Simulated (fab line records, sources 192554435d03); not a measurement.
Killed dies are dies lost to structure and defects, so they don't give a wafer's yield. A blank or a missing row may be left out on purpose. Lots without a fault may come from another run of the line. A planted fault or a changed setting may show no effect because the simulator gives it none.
Problem report in the 8D (eight disciplines) form, filled by code | flow n5_finfet | the parts of the form that need people (team, actions taken, sign-off) are left out

1. THE PROBLEM
spin_speed_rpm at N5_BEOL_M15_COAT_22 reads a mean of 1607.0 rpm on 6 wafers of 2 lots; wafers without a fault read 1704.1 rpm with a standard deviation of 1.1. That is -88 standard deviations from the usual mean.
The step: resist thk 800 nm.
First seen on wafer L746.2, day 16 13:32, on litho_track-04. The record holds 36 wafers of 12 lots with a number at this step. Rule for "out", or "out of limits": more than 4 standard deviations from the usual mean. The other wafers with a number count as sound.

2. WHAT IT IS AND WHAT IT IS NOT
question                    | is                     | is not
which readings at this step | spin_speed_rpm         | -
which lots                  | L745, L746             | L736, L738, L739, L742, L751, L752, L754, L755, L757, L759
which wafers of those lots  | all that have a number | -
read on which tools         | litho_track-04         | litho_track-03, litho_track-05
when                        | from day 16 13:32      | up to then (12 sound wafers); but 18 sound wafers of L751, L752, L754, L755, L757, L759 came after

3. SUSPECTS, AND WHAT RULES EACH OUT
Counting: a tool at a process step up to the reading stays a suspect if it ran every lot that is out and no sound lot after the first of them.
- litho_track-04 at N5_BEOL_M15_COAT_22 (resist thk 800 nm): kept. It ran every lot that is out, first L746 (day 16 13:32), and no sound lot after that; its last sound lot up to then is L739 (day 12 18:37). Its own readings are out on those wafers: spin_speed_rpm.
Left after counting: litho_track-04 at N5_BEOL_M15_COAT_22.

4. THE CAUSE (what the simulator had put in)
Process parameter drift: litho_track-04, from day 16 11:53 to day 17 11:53, at N5_BEOL_M15_COAT_22. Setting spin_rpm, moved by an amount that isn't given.
Counting left only this tool.

5. THE CHAIN OF EFFECTS, in route order
Each row: a reading whose mean over the struck wafers that have a number lies more than 3 standard deviations from the usual. Only readings for which the record gives a usual standard deviation are gone through. hours: the time from each lot's start at the first step in this table that gives one to its start at this step, as a median over the lots. sigmas: the change in usual standard deviations.
hours | step                | reading        | usual      | on struck wafers | change | sigmas
0     | N5_BEOL_M15_COAT_22 | spin_speed_rpm | 1704.1 rpm | 1607.0           | -97.1  | -88
The process steps in it:
- N5_BEOL_M15_COAT_22: resist thk 800 nm.

6. WHAT WOULD HAVE CAUGHT IT SOONER
In this record the first reading out of limits was taken at day 16 13:32, 2 hours after the fault began at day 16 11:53.
